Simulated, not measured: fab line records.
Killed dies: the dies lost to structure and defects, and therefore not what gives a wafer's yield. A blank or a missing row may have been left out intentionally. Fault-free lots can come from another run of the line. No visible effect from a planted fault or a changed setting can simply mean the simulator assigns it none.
Code-filled problem report in 8D (eight disciplines) form	flow n5-finfet	the parts of the form that need people (team, actions taken, sign-off) are left out

1. WHAT IS WRONG
Mean of spin-speed-rpm at N5_FIN_CUT_COAT_02: 1358.8 rpm across 6 wafers in 2 lots; on wafers with no fault it is 1500.1 rpm (standard deviation 1.2). So: -99 or more standard deviations from the usual mean.
The step: resist thk 30 nm.
Seen first at day 3 08:30 on litho-track-05, wafer L669.1. At this step, 12 wafers from 4 lots have a number in the record. Rule for "out" (also "out of limits"): further than 4 standard deviations from the usual mean. All remaining wafers that have a number are taken as sound.

2. WHAT IT IS; WHAT IT IS NOT
question	is	is not
which readings at this step	spin-speed-rpm	-
which lots	L669, L670	L666, L682
which wafers of those lots	all that have a number	-
read on which tools	litho-track-05	litho-track-04
when	from day 3 08:30	up to then (3 sound wafers); but 3 sound wafers of L682 came after

3. THE SUSPECTS, EACH WITH WHAT RULES IT OUT
Counting: a tool at a process step up to the reading stays a suspect if it ran every lot that is out and no sound lot after the first of them.
- litho-track-05 at N5_FIN_CUT_COAT_02 (resist thk 30 nm): kept. All lots that are out passed through it, beginning with L669 at day 3 08:30, and no sound lot followed; its final sound lot before that point was L666 at day 2 15:19. On those wafers its own readings are out: spin-speed-rpm.
Left after counting: litho-track-05 at N5_FIN_CUT_COAT_02.

4. THE CAUSE (what the simulator had put in)
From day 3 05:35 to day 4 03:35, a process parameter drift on litho-track-05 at N5_FIN_CUT_COAT_02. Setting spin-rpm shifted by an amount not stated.
This tool alone remained once counting was done.

5. SEQUENCE OF EFFECTS, ordered by route
Each row: a reading whose mean over the struck wafers that have a number lies more than 3 standard deviations from the usual. Scope: only readings with a usual standard deviation given in the record; hours: median across lots of the time from each lot's start at the first step in this table that gives one to its start at this step; sigmas: change in usual standard deviations.
hours	step	reading	usual	on struck wafers	change	sigmas
0	N5_FIN_CUT_COAT_02	spin-speed-rpm	1500.1 rpm	1358.8	-141.3	-99 or more
Here are the process steps it includes:
- N5_FIN_CUT_COAT_02: resist thk 30 nm.
At these later measuring or inspecting steps, every struck wafer for which the step has a row has a number for every such reading, and none has moved that far: N5_BEOL_M4_RC_MEAS_101.

6. HOW IT WOULD HAVE BEEN CAUGHT EARLIER
3 hours passed between the start of the fault at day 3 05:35 and the first reading out of limits in this record, taken at day 3 08:30.
